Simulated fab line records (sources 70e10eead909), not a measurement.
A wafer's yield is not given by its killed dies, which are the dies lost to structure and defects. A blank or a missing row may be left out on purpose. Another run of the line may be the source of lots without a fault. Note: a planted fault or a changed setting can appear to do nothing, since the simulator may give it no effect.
A struck lot beside a sound one | flow nand harc | 17 out of 1302 route steps
Sound: wafers L687.3, L687.5, L687.6. Struck: wafers L699.2, L699.4, L699.5. At the end, the cause is stated.
For every step that has rows: the tool of each side, followed by ch and its chambers, followed by its first start. Under that, the readings that differ: sound wafers | struck wafers | difference of the means | sigmas: that difference in standard deviations of wafers without a fault.
alike: readings whose means differ by less than 2 such deviations, and words and numbers that are the same on both sides. not compared: withheld readings, readings that some wafer has no value for, bounds like >300 that may hide the same value, and numbers for which the record gives no deviation and whose values overlap.
A row with sigmas, a row that says differs or no value, or rows on one side alone: a step with any of these is where the two part. Non-overlapping numbers with no deviation appear without sigmas and do not part them. Lack of a reading on every wafer of one side parts them only where that side has two or more wafers.

NHARC_P_M1_INSPECT_11:
  struck on defect inspect-02, day 12 16:14; sound on defect inspect-02, day 7 12:10
  alike: raw defect count
then, 1 step without rows for these wafers: NHARC_P_M1_DESCUM_14 (chemistry O2, time 3 s).
NHARC_P_M1_ETCH_35: etches the open film in N2/H2, target depth 40 nm, overetch 12 nm, time 43.94 s.
  sound on rie diel-13 ch 0,1, day 7 12:19; struck on rie diel-13 ch 0,2, day 12 16:25
  reading               | sound             | struck            | difference | sigmas
  oes product au (a.u.) | 1.009 1.015 1.008 | 0.996 0.994 0.991 | -0.017     | -2
  alike: drypump motor current A, rf vpp V, showerhead plenum p Torr, throttle valve pct
  not compared: rf hours counter h
NHARC_P_M1_ETCH_15: etches the open film in C4F8/Ar, target depth 182.5 nm, time 91.2 s.
  sound: rie diel-13 ch 0,1,2; struck: rie diel-13 ch 2,3
  alike: oes product au, rf vpp V
  not compared: rf hours counter h
NHARC_P_M1_CD_MEAS_16:
  struck on cd sem-03, day 12 16:39; sound on cd sem-01, day 7 12:32
  alike: cd nm
then, 1 step without rows for these wafers: NHARC_P_M1_STRIP_18 (strips in N2/H2).
NHARC_P_M1_ETCH_28: etches the open film in CF4/N2, target depth 30 nm, time 72.99 s.
  sound: rie diel-13 ch 0,2,3; struck: rie diel-04 ch 0,2,3
  reading               | sound             | struck            | difference | sigmas
  oes product au (a.u.) | 1.013 1.004 1.006 | 0.987 0.999 0.993 | -0.015     | -2
  alike: drypump motor current A, rf vpp V, showerhead plenum p Torr, throttle valve pct
  not compared: rf hours counter h
then, 1 step without rows for these wafers: NHARC_P_M1_STRIP_19 (strips in post etch residue remover, time 600 s).
NHARC_P_M1_DEGAS_29: time 60 s.
  struck on pvd sputter-02, day 12 17:22; sound on pvd sputter-03, day 7 13:16
  alike: heater power w
then, 3 steps without rows for these wafers: NHARC_P_M1_PRE_CLEAN_30 (time 30 s); NHARC_P_M1_PVD_20 (deposits TaN, target thk 5 nm, time 8.06 s); NHARC_P_M1_PVD_21 (deposits Cu, target thk 30 nm, time 20.49 s).
NHARC_P_M1_ECD_22: material Cu, target thk 400 nm.
  sound on ecd cu-01 ch 0,1, day 7 13:45; struck on ecd cu-02 ch 0,1, day 12 17:47
  no value came back on the struck wafers for bath heat duty pct (%), bath temp c (C); on the sound wafers bath heat duty pct (%) reads 4.7 5.8 5.2
NHARC_P_M1_ANNEAL_31: time 90 s.
  sound on rtp anneal-01 ch 0, day 7 14:05; struck on rtp anneal-01 ch 0, day 12 18:11
  alike: wafer_temp_C_max
NHARC_P_M1_CMP_23: polishes, t overpolish 20 s, target thk 157.82 nm.
  sound on cmp-03 ch 1,2,3, day 7 14:23; struck on cmp-04 ch 0,2,3, day 12 18:31
  reading                | sound          | struck      | difference | sigmas
  time to endpoint s (s) | 27.0 26.5 28.8 | 2.3 2.4 3.8 | -24.6      | -13
  alike: motor current A
NHARC_P_M1_THK_MEAS_24: measures by xrf.
  struck on film metro-02, day 12 18:59; sound on film metro-01, day 7 14:38
  reading     | sound             | struck         | difference | sigmas
  thk nm (nm) | 156.8 156.2 156.8 | 30.7 29.7 29.7 | -126.6     | -99 or more
  not compared: hold
NHARC_END_SORT_01:
  the record has rows for the sound wafers here (prober-02 ch 0, day 25 03:13) and none for the struck ones

## WHERE THEY PART
At NHARC_P_M1_ETCH_35 first; at NHARC_END_SORT_01 last (within this record only).

WHY: whatever the simulator had introduced
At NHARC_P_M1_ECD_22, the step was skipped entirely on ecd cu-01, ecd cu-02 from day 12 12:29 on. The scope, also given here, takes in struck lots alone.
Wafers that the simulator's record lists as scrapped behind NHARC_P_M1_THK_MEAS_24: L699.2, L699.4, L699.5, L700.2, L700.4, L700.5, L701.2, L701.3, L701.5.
